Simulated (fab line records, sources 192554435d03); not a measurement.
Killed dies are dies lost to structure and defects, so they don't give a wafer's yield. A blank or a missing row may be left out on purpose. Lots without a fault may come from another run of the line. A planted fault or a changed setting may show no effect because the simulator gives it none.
Split-lot experiment | flow n5_finfet | 7 lots, 39 wafers read, on a route of 1938 steps

THE SPLIT
At N5_BEOL_M2_TRENCH_ETCH_37 (etches SiOC in C4F6/O2, target depth 55.555 nm, time 29.2 s), the setting target_depth_a was moved away from the recipe's 555.55 angstrom on 18 of the 39 wafers read, by -30.8% to +55.2%. The other wafers ran this setting at the recipe's value.

FROM THE SPLIT TO THE READING: what the file shows between them, 8 steps
- N5_BEOL_M2_ETCH_41: etches SiCN in CH3F/O2, target depth 29.9 nm, time 52.5 s
- N5_BEOL_M2_STRIP_97: strips in N2/H2, time 10 s
- N5_BEOL_M2_OCD_MEAS_38
- N5_BEOL_M2_HM_STRIP_39: strips TiN in peroxide tin strip, target depth 25 nm, time 158 s
- N5_BEOL_M2_SRD_40: time 30 s
- N5_BEOL_M2_ECD_50: material Cu, target thk 300 nm
- N5_BEOL_M2_ANNEAL_51: time 90 s
- N5_BEOL_M2_CMP_52: polishes, stops on SiOC, t overpolish 6.8 s, target thk 40 nm

THE READING
M2_THK, in nm, at N5_BEOL_M2_THK_MEAS_53 (measures by xrf). Fault-free wafers of this fab line usually give 39.9 nm, standard deviation 1.7 nm.

wafer  | tool, chamber at the split | target_depth_a as run, angstrom | against the recipe | M2_THK, nm | against lot-mates on the recipe
L078.1 | rie_diel-06, 1             | 862                             | +55.2%             | 69.2       | +30.4
L078.2 | rie_diel-06, 0             | 555.55                          | recipe             | 42.5       | -
L078.3 | rie_diel-06, 2             | 555.55                          | recipe             | 37.2       | -
L078.4 | rie_diel-06, 3             | 555.55                          | recipe             | 36.6       | -
L078.5 | rie_diel-06, 3             | 862                             | +55.2%             | 67.8       | +29.0
L078.6 | rie_diel-06, 2             | 862                             | +55.2%             | 68.1       | +29.3
L076.1 | rie_diel-03, 0             | 555.55                          | recipe             | 39.1       | -
L076.4 | rie_diel-03, 1             | 555.55                          | recipe             | 37.6       | -
L076.6 | rie_diel-03, 3             | 555.55                          | recipe             | 41.2       | -
L082.1 | rie_diel-01, 2             | 718.7                           | +29.4%             | 57.6       | +18.2
L082.2 | rie_diel-01, 1             | 555.55                          | recipe             | 40.3       | -
L082.3 | rie_diel-01, 0             | 555.55                          | recipe             | 38.6       | -
L082.4 | rie_diel-01, 3             | 718.7                           | +29.4%             | 57.6       | +18.2
L082.5 | rie_diel-01, 0             | 718.7                           | +29.4%             | 54.0       | +14.6
L082.6 | rie_diel-01, 1             | 555.55                          | recipe             | 39.3       | -
L089.1 | rie_diel-06, 3             | 436                             | -21.5%             | 26.6       | -12.9
L089.2 | rie_diel-06, 0             | 436                             | -21.5%             | 29.0       | -10.5
L089.3 | rie_diel-06, 2             | 555.55                          | recipe             | 38.7       | -
L089.4 | rie_diel-06, 2             | 436                             | -21.5%             | 27.2       | -12.3
L089.5 | rie_diel-06, 0             | 555.55                          | recipe             | 41.5       | -
L089.6 | rie_diel-06, 3             | 555.55                          | recipe             | 38.2       | -
L094.1 | rie_diel-01, 0             | 555.55                          | recipe             | 37.4       | -
L094.2 | rie_diel-01, 1             | 555.55                          | recipe             | 40.6       | -
L094.3 | rie_diel-01, 2             | 692.3                           | +24.6%             | 55.1       | +15.9
L094.4 | rie_diel-01, 0             | 555.55                          | recipe             | 39.5       | -
L094.5 | rie_diel-01, 1             | 692.3                           | +24.6%             | 53.3       | +14.1
L094.6 | rie_diel-01, 2             | 692.3                           | +24.6%             | 55.1       | +15.9
L095.1 | rie_diel-06, 1             | 384.6                           | -30.8%             | 24.5       | -15.4
L095.2 | rie_diel-06, 2             | 555.55                          | recipe             | 39.5       | -
L095.3 | rie_diel-06, 3             | 384.6                           | -30.8%             | 20.0       | -19.9
L095.4 | rie_diel-06, 0             | 384.6                           | -30.8%             | 25.1       | -14.8
L095.5 | rie_diel-06, 1             | 555.55                          | recipe             | 42.7       | -
L095.6 | rie_diel-06, 2             | 555.55                          | recipe             | 37.6       | -
L097.1 | rie_diel-06, 3             | 431.5                           | -22.3%             | 27.3       | -14.4
L097.2 | rie_diel-06, 1             | 555.55                          | recipe             | 40.9       | -
L097.3 | rie_diel-06, 2             | 431.5                           | -22.3%             | 27.3       | -14.4
L097.4 | rie_diel-06, 0             | 431.5                           | -22.3%             | 29.6       | -12.1
L097.5 | rie_diel-06, 0             | 555.55                          | recipe             | 43.6       | -
L097.6 | rie_diel-06, 1             | 555.55                          | recipe             | 40.6       | -

THE FIT
A straight line over all 39 wafers: M2_THK changes by +0.539 nm for each +1% of target_depth_a; r = +0.99; the points scatter about the line by 1.8 nm.
The same after taking each lot's own level away (the mean of its wafers on the recipe; 39 wafers): +0.558 nm for each +1%; r = +0.99; scatter 1.7 nm.
On that fit, the largest move of target_depth_a shifts the reading by 31 nm.
The lots' own levels span 38.77 to 41.70 nm, that is 1.7 times the standard deviation above.
So the lot-to-lot level changes the slope little: the two slopes agree.
Check: with one of the wafers moved furthest among these (+55.2%) left out of the fit, the line predicts +30.9 nm for it against its lot-mates. It came out at +30.4 nm against them.

OTHER SPLITS ON THESE WAFERS
These wafers also went through other splits before the reading. Each is held against what the fit with the lots' levels taken away leaves over:
other split on the same wafers              | wafers away from the commonest value | r with M2_THK (lot level and that fit taken away)
N5_BEOL_M0_SAQP_SPACER2_ALD_26 target_thk_a | 9                                    | -0.16

THE WHOLE CHAIN: every reading that the file lists as answering this split, in the file's order
step                      | what it does                                                  | reading                                                                      | change (the file's fit)               | r (the file's)
N5_BEOL_M2_TRENCH_ETCH_37 | etches SiOC in C4F6/O2, target depth 55.555 nm, time 29.2 s   | etch.depth_nm (the simulator's own value, which no gauge read)               | +0.555 nm for each +1% of the setting | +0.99
N5_BEOL_M2_TRENCH_ETCH_37 | etches SiOC in C4F6/O2, target depth 55.555 nm, time 29.2 s   | BEOL_M2.feature_depth_nm (the simulator's own value, which no gauge read)    | +0.556 nm for each +1% of the setting | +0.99
N5_BEOL_M2_OCD_MEAS_38    |                                                               | trench_depth_nm                                                              | +0.555 nm for each +1% of the setting | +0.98
N5_BEOL_M2_CMP_52         | polishes, stops on SiOC, t overpolish 6.8 s, target thk 40 nm | Cu_of_BEOL_M2_ECD_50.thk_nm (the simulator's own value, which no gauge read) | +0.549 nm for each +1% of the setting | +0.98
N5_BEOL_M2_THK_MEAS_53    | measures by xrf                                               | M2_THK                                                                       | +0.558 for each +1% of the setting    | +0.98

THE FILE'S OWN FIT
M2_THK changes by +0.558 nm for each +1% of target_depth_a, r = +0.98.
